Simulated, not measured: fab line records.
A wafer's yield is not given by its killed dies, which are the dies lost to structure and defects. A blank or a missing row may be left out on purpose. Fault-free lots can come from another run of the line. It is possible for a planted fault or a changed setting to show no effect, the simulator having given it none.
Which of the tools did it?    flow nand_harc    24 lots, 72 wafers sampled, at 2 steps of a route of 1159

## WHAT EACH GAUGE READ, for each wafer
NHARC_P_BONDPAD_THK_MEAS_20: measures by xrf.
lot   measured      on             thk_nm (nm)
L075  day 6 14:59   film_metro-01  161.5 160.6 160.4
L074  day 6 15:14   film_metro-02  160.7 160.5 159.7
L076  day 7 01:23   film_metro-02  161.4 161.0 163.3
L077  day 7 02:21   film_metro-01  159.7 161.7 161.1
L078  day 7 11:58   film_metro-01  159.0 160.2 162.3
L079  day 7 18:18   film_metro-02  161.8 158.5 159.5
L080  day 8 00:25   film_metro-01  161.7 158.3 161.3
L081  day 8 03:49   film_metro-01  161.4 159.1 162.0
L082  day 8 12:35   film_metro-02  164.2 163.0 161.4
L083  day 8 16:37   film_metro-01  160.9 160.5 160.8
L084  day 9 09:58   film_metro-02  160.2 159.8 160.7
L087  day 9 13:01   film_metro-02  161.3 161.2 161.1
L085  day 9 14:41   film_metro-02  163.4 161.2 162.8
L086  day 9 20:15   film_metro-01  160.6 163.4 160.0
L088  day 9 21:35   film_metro-02  163.1 161.7 162.6
L089  day 10 04:41  film_metro-01  159.3 159.1 156.4
L090  day 10 16:31  film_metro-02  161.9 160.3 162.5
L091  day 10 20:29  film_metro-02  158.4 158.7 160.3
L092  day 10 23:23  film_metro-02  162.1 160.0 162.1
L093  day 11 02:37  film_metro-01  157.9 159.7 160.4
L094  day 11 11:12  film_metro-01  157.9 161.3 159.6
L095  day 11 11:52  film_metro-01  161.6 162.0 161.7
L096  day 12 01:13  film_metro-01  161.1 162.2 161.5
L097  day 12 11:19  film_metro-02  162.2 158.6 158.9

## WHICH TOOL RAN EACH LOT (tool, then ch and the chambers of the sampled wafers, then the start)
lot   NHARC_P_BONDPAD_PVD_17
L075  pvd_sputter-03, day 6 14:59 or earlier
L074  pvd_sputter-01, day 6 15:14 or earlier
L076  pvd_sputter-01, day 7 01:23 or earlier
L077  pvd_sputter-01, day 7 02:21 or earlier
L078  pvd_sputter-03, day 7 11:58 or earlier
L079  pvd_sputter-03, day 7 18:18 or earlier
L080  pvd_sputter-02, day 8 00:25 or earlier
L081  pvd_sputter-01, day 8 03:49 or earlier
L082  pvd_sputter-02, day 8 12:35 or earlier
L083  pvd_sputter-03, day 8 16:37 or earlier
L084  pvd_sputter-03, day 9 09:58 or earlier
L087  pvd_sputter-01, day 9 13:01 or earlier
L085  pvd_sputter-03, day 9 14:41 or earlier
L086  pvd_sputter-01, day 9 20:15 or earlier
L088  pvd_sputter-02, day 9 21:35 or earlier
L089  pvd_sputter-03, day 10 04:41 or earlier
L090  pvd_sputter-03, day 10 16:31 or earlier
L091  pvd_sputter-02, day 10 20:29 or earlier
L092  pvd_sputter-03, day 10 23:23 or earlier
L093  pvd_sputter-01, day 11 02:37 or earlier
L094  pvd_sputter-01, day 11 11:12 or earlier
L095  pvd_sputter-03, day 11 11:52 or earlier
L096  pvd_sputter-03, day 12 01:13 or earlier
L097  pvd_sputter-02, day 12 11:19 or earlier
- NHARC_P_BONDPAD_PVD_17: deposits TaN, target thk 5 nm, time 8.06 s.

## AS READ BY THE TOOLS THEMSELVES (means over the sampled wafers that have a number; for cases with no such wafer, the mark the record gives instead)
NHARC_P_BONDPAD_PVD_17.
lot   tool            throttle_valve_pct (%)
L075  pvd_sputter-03  29.9
L074  pvd_sputter-01  29.8
L076  pvd_sputter-01  30.4
L077  pvd_sputter-01  29.9
L078  pvd_sputter-03  28.9
L079  pvd_sputter-03  29.8
L080  pvd_sputter-02  30.5
L081  pvd_sputter-01  30.4
L082  pvd_sputter-02  30.5
L083  pvd_sputter-03  29.3
L084  pvd_sputter-03  28.4
L087  pvd_sputter-01  30.0
L085  pvd_sputter-03  29.3
L086  pvd_sputter-01  30.3
L088  pvd_sputter-02  31.7
L089  pvd_sputter-03  28.5
L090  pvd_sputter-03  28.9
L091  pvd_sputter-02  29.6
L092  pvd_sputter-03  29.0
L093  pvd_sputter-01  30.3
L094  pvd_sputter-01  30.4
L095  pvd_sputter-03  29.1
L096  pvd_sputter-03  28.9
L097  pvd_sputter-02  30.7

## THE ANSWER, worked out from the rows above alone
Rule: the usual values come from the lots themselves. The widest of any qualifying gaps counts: lots, ordered by their means at a reading, are off when they make up no more than a third of the lots, leave a main group of 4 or more, and stand apart from it by 3 or more times the standard deviation of that group's means. A main group is skipped when, at the precision printed for the reading in the tables above, its means are all equal. Also off: a lot with no number at a reading for which 4 or more lots have one. All remaining lots with rows at the step are treated as sound. Order of review: gauges by route order, followed by the tools' own readings, for which a lot's mean as printed above is used. At the first step where some lot is off, the reading lying furthest off is the one used; lots without a number count as furthest.
No lot is off on any of the readings shown, so nothing can be concluded from this.

## WHAT HAD BEEN PUT IN BY THE SIMULATOR
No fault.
